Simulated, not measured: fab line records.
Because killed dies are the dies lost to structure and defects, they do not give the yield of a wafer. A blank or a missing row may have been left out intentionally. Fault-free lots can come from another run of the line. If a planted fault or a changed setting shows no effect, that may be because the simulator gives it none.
A struck lot beside a sound one :: flow n5Finfet :: 18 steps out of a route of 1938
Sound: the wafers L137.4, L137.5, L137.6. Struck: wafer L134.1. (L134.3, L134.6 of the same lot were not struck and are left out.) The cause comes at the end.
At each step with rows: each side's tool, then ch and its chambers, then its first start. Under that, the readings that differ: sound wafers :: struck wafers :: difference of the means :: sigmas: that difference in standard deviations of wafers without a fault.
alike: readings whose means differ by less than 2 such deviations, and words and numbers that are the same on both sides. not compared: withheld readings, readings that some wafer has no value for, bounds like >300 that may hide the same value, and numbers for which the record gives no deviation and whose values overlap.
A row with sigmas, a row that says differs or no value, or rows on one side alone: a step with any of these is where the two part. When numbers do not overlap yet have no deviation, they are printed without sigmas and do not part them. A reading missing from all wafers of one side parts the sides only when that side holds two or more wafers.

first, 9 steps without rows for these wafers: N5_PMOS_HMC_CHANNEL_EPI_HM_DEP_34 (deposits SiO2 from TEOS/O2, target thk 36 nm, time 6.9 s); N5_PMOS_HMC_CHANNEL_EPI_COAT_31 (time 60 s, resist thk 66 nm); N5_PMOS_HMC_CHANNEL_EPI_COAT_03 (resist thk 205 nm); N5_PMOS_HMC_CHANNEL_EPI_EBR_05; N5_PMOS_HMC_CHANNEL_EPI_SOFTBAKE_04 (time 60 s); N5_PMOS_HMC_CHANNEL_EPI_EXPOSE_06 (exposes mask PMOS HMC BLK, target cd 240 nm); N5_PMOS_HMC_CHANNEL_EPI_PEB_07 (peb time 60 s); N5_PMOS_HMC_CHANNEL_EPI_DEVELOP_08 (develop time 30 s); N5_PMOS_HMC_CHANNEL_EPI_DESCUM_14 (chemistry O2, time 7.9 s).
N5_PMOS_HMC_CHANNEL_EPI_ETCH_32: etches BARC in N2/H2, stops on SiO2, target depth 85.8 nm, time 50.3 s.
  sound on rieDiel-01 ch 0,3, day 6 14:07; struck on rieDiel-06 ch 1, day 5 11:44
reading: throttleValvePct (%)
sound: 18.12 18.12 18.09
struck: 17.73
difference: -0.38
sigmas: -2

reading: model.CAR-ArF-block_of_PMOS_HMC_CHANNEL_EPI_COAT_03.thkNm (nm)
sound: 131.2 131.1 134.9
struck: 112.2
difference: -20.2
sigmas: 

reading: model.PMOS_HMC_CHANNEL_EPI.cdNm (nm)
sound: 240.8 237.3 237.1
struck: 243.5
difference: +5.1
sigmas: 
  alike: drypumpMotorCurrentA, oesProductAu, rfVppV, showerheadPlenumPTorr
  not compared: rfHoursCounterH
N5_PMOS_HMC_CHANNEL_EPI_HM_OPEN_15: chemistry CHF3/O2, target SiO2, target depth 40.6 nm, time 20.3 s.
  sound on rieDiel-01 ch 0,3, day 6 14:10; struck on rieDiel-06 ch 1, day 5 11:47
reading: model.CAR-ArF-block_of_PMOS_HMC_CHANNEL_EPI_COAT_03.thkNm (nm)
sound: 90.74 90.45 94.47
struck: 72.63
difference: -19.26
sigmas: 
  alike: drypumpMotorCurrentA, oesProductAu, rfVppV, showerheadPlenumPTorr, throttleValvePct
  not compared: rfHoursCounterH
then, 3 steps without rows for these wafers: N5_PMOS_HMC_CHANNEL_EPI_STRIP_33 (strips in N2/H2); N5_PMOS_HMC_CHANNEL_EPI_STRIP_17 (strips in SPM, time 750 s); N5_PMOS_HMC_CHANNEL_EPI_ETCH_38 (etches SiO2 in CF4, target depth 1.5 nm).
N5_PMOS_HMC_CHANNEL_EPI_FIN_RECESS_16: chemistry HBr/Cl2, target Si, target depth 54 nm, time 18 s.
  sound on rieSi-05 ch 1,2,3, day 6 14:32; struck on rieSi-03 ch 1, day 5 12:10
reading: model.PMOS_HMC_CHANNEL_EPI.cdNm (nm)
sound: 240.8 237.4 237.3
struck: 243.4
difference: +4.9
sigmas: 
  alike: drypumpMotorCurrentA, oesProductAu, throttleValvePct
  not compared: rfHoursCounterH
then, 1 step without rows for these wafers: N5_PMOS_HMC_CHANNEL_EPI_PRECLEAN_36 (cleans in O3/DIW, time 45 s).
-- record jumps: 7 days separate the struck wafers' starts on either side; left off in module PMOS_HMC_CHANNEL_EPI, taken up again in module BEOL_M4, whose first shown step is the route's number 1111 --
N5_BEOL_M4_RC_MEAS_101:
  sound on prober-01 ch 0, day 12 17:43; struck on prober-02 ch 0, day 12 11:05
  alike: DIBL_N, DIBL_P, IOFF_N, IOFF_P, ION_N, ION_P, SS_N, SS_P, VT_N, VT_P
then, 1 step without rows for these wafers: N5_PASSIVATION_PROBE_49.

## WHERE THEY PART
At N5_PMOS_HMC_CHANNEL_EPI_ETCH_32 and nowhere else, as far as this record goes. Later steps at which nothing parts them and some readings are alike: N5_PMOS_HMC_CHANNEL_EPI_HM_OPEN_15, N5_PMOS_HMC_CHANNEL_EPI_FIN_RECESS_16, N5_BEOL_M4_RC_MEAS_101.

WHY: the cause the simulator had injected
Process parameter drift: rieDiel-06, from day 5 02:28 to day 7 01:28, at N5_PMOS_HMC_CHANNEL_EPI_ETCH_32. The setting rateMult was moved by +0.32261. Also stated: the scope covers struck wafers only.
